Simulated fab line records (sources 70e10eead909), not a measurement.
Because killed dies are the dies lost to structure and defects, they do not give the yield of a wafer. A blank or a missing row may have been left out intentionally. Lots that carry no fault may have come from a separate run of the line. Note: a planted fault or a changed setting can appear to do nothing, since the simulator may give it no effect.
Problem report, 8D (eight disciplines) form, completed by code || flow nand-harc || the parts of the form that need people (team, actions taken, sign-off) are left out

1. THE ISSUE
Mean of overlay-x-nm at NHARC_A_SGD_CUT_OVL_MEAS_10: 4.7 nm across 9 wafers in 3 lots; on wafers with no fault it is -0.1 nm (standard deviation 0.8). That puts it +6.0 standard deviations away from the usual mean.
The first sign was on wafer L929.3 at day 23 09:59, on overlay-01. The record has a number at this step for 36 wafers belonging to 12 lots. Rule for "out", or "out of limits": more than 4 standard deviations from the usual mean. All remaining wafers that have a number are taken as sound.

2. WHAT IT IS AND WHAT IT IS NOT
{"question": "which readings at this step", "is": "overlay-x-nm", "is not": "overlay-y-nm"}
{"question": "which lots", "is": "L928, L929, L931", "is not": "L920, L923, L924, L933, L935, L936, L937, L939, L940"}
{"question": "which wafers of those lots", "is": "all that have a number", "is not": "-"}
{"question": "read on which gauges", "is": "overlay-01", "is not": "overlay-02"}
{"question": "when", "is": "from day 23 09:59", "is not": "up to then (9 sound wafers); but 18 sound wafers of L933, L935, L936, L937, L939, L940 came after"}

3. THE SUSPECTS, EACH WITH WHAT RULES IT OUT
Counting: any tool at a process step up to the reading is kept as a suspect provided that every lot that is out went through it and no sound lot did after the first of them.
- the gauge at NHARC_A_SGD_CUT_OVL_MEAS_10: kept. All the wafers that are out were read on overlay-01, and no step on other tools shows them out.
- cmp-04 at NHARC_A_STAIRCASE_CMP_472 (polishes SiO2): ruled out as a lasting fault. Following L929 (day 23 08:45), the first lot on it that is out, the sound lots L933, L936, L939 were run on it.
- arfi-scanner-02 at NHARC_A_SGD_CUT_EXPOSE_06 (exposes mask SGD): kept. It ran every lot that is out, first L929 (day 23 09:46), and no sound lot after that; its last sound lot up to then is L923 (day 21 08:59).
After counting, arfi-scanner-02 at NHARC_A_SGD_CUT_EXPOSE_06 and overlay-01 at NHARC_A_SGD_CUT_OVL_MEAS_10 remain.

4. THE CAUSE (what the simulator had put in)
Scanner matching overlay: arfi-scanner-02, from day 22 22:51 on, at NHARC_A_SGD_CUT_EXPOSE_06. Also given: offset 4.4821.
This tool is one of the 2 suspects left after counting.

5. THE CHAIN OF EFFECTS, in route order
One row per reading whose mean, taken over the struck wafers that have a number, lies over 3 standard deviations from the usual. Readings are gone through only where the record gives a usual standard deviation; hours: the median, over the lots, of the time from a lot's start at the first step in this table giving one to that lot's start at this step; sigmas: the change measured in usual standard deviations.
{"hours": 0, "step": "NHARC_A_SGD_CUT_OVL_MEAS_10", "reading": "overlay-x-nm", "usual": "-0.1 nm", "on struck wafers": 4.7, "change": "+4.8", "sigmas": "+6.0"}

6. HOW IT WOULD HAVE BEEN CAUGHT EARLIER
In this record the first reading out of limits at a measuring or inspecting step was taken at day 23 09:59, 11 hours after the fault began at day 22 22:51.
L928, L931, from the lots that are out (3), started NHARC_A_SGD_CUT_EXPOSE_06 on arfi-scanner-02 later than day 23 09:59. A hold on the tool at that time would have spared those 2.
